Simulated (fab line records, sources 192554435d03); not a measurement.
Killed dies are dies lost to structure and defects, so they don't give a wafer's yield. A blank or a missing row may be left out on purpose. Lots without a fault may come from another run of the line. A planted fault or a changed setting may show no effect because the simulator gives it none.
One fault seen from 3 desks | flow n5_finfet | each desk has only its own numbers; what lay behind them comes last

THE TOOL OWNER'S DESK: litho_track-02
The tool's own readings at N5_BEOL_M2_COAT_61 (time 60 s, resist thk 60 nm): means of the sampled wafers that have a number, for each lot that ran on this tool. A lot is out of limits, marked OUT, if its mean lies more than 4 standard deviations from the usual mean; the brackets give that distance.
Columns: A = heater_power_total_W at N5_BEOL_M2_COAT_61, usual 500.6 W; B = plate_temp_C at N5_BEOL_M2_COAT_61, usual 249.98 C
lot  | first seen here | A               | B
L165 | day 7 22:42     | 502.6           | 250.11
L169 | day 8 04:34     | 453.7 (-26) OUT | 231.02 (-99 or more) OUT
L170 | day 8 07:21     | 453.0 (-26) OUT | 231.02 (-99 or more) OUT
This desk's finding: out of limits on L169, L170; first on L169, day 8 04:34 (heater_power_total_W at N5_BEOL_M2_COAT_61). In limits: L165.

THE METROLOGY DESK
What the gauges read, lot by lot, whatever tool the lot ran on: means of the sampled wafers that have a number. A lot is out of limits, marked OUT, if its mean lies more than 4 standard deviations from the usual mean; the brackets give that distance. Of its 13 readings 7 are shown: those that lie furthest out on some lot.
Columns: A = M1_THK at N5_BEOL_M1_THK_MEAS_53, usual 40.3 nm; B = M1_RS at N5_BEOL_M1_RS_MEAS_58, usual 0.67 ohm/sq; C = M2_ILD_THK at N5_BEOL_M2_THK_MEAS_01, usual 79.2 nm; D = IOFF_P at N5_BEOL_M4_RC_MEAS_101, usual 0.22 nA/um; E = SS_P at N5_BEOL_M4_RC_MEAS_101, usual 73.4 mV/dec; F = VT_N at N5_BEOL_M4_RC_MEAS_101, usual 249 mV; G = VT_P at N5_BEOL_M4_RC_MEAS_101, usual -250 mV
lot  | first seen here | A    | B    | C    | D    | E    | F   | G
L165 | day 7 21:33     | 41.8 | 0.63 | 78.0 | 0.23 | 74.3 | 248 | -250
L169 | day 8 03:42     | 39.8 | 0.68 | 80.0 | 0.23 | 74.1 | 248 | -252
L170 | day 8 05:54     | 38.5 | 0.71 | 78.4 | 0.19 | 73.2 | 252 | -254
L182 | day 11 09:38    | 38.9 | 0.70 | 79.2 | 0.25 | 73.8 | 247 | -247
L185 | day 11 19:35    | 40.4 | 0.66 | 79.1 | 0.17 | 73.1 | 253 | -255
L186 | day 12 11:52    | 38.3 | 0.71 | 80.7 | 0.17 | 73.1 | 253 | -252
This desk's finding: nothing out of limits on any of the 6 lots.

THE DEFECT DESK
What the inspections along the route counted, lot by lot: means of the sampled wafers that have a number. A lot is out of limits, marked OUT, if its mean lies more than 4 standard deviations from the usual mean; the brackets give that distance.
Columns: A = raw_defect_count at N5_BEOL_M1_INSPECT_59, usual 77
lot  | first seen here | A
L165 | day 7 21:53     | 93
L169 | day 8 04:02     | 79
L170 | day 8 06:11     | 114
L182 | day 11 09:55    | 76
L185 | day 11 19:53    | 63
L186 | day 12 12:12    | 72
This desk's finding: nothing out of limits on any of the 6 lots.

PUT TOGETHER
The tool owner's desk could have raised an alarm at day 8 04:34, on L169, L170.
The metrology desk saw nothing out of limits.
The defect desk saw nothing out of limits.
The metrology desk has L169, L170 on record, within its limits.
The defect desk has L169, L170 on record, within its limits.
Of the lots named, all ran N5_BEOL_M2_COAT_61 on litho_track-02.

WHAT THE SIMULATOR HAD PUT IN
Process parameter drift: litho_track-02, from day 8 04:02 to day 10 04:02, at N5_BEOL_M2_COAT_61. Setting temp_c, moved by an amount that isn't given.
Lots struck among those shown: L169, L170.
Hours from the fault's start to each desk's first reading out of limits: the tool owner's desk, 1.
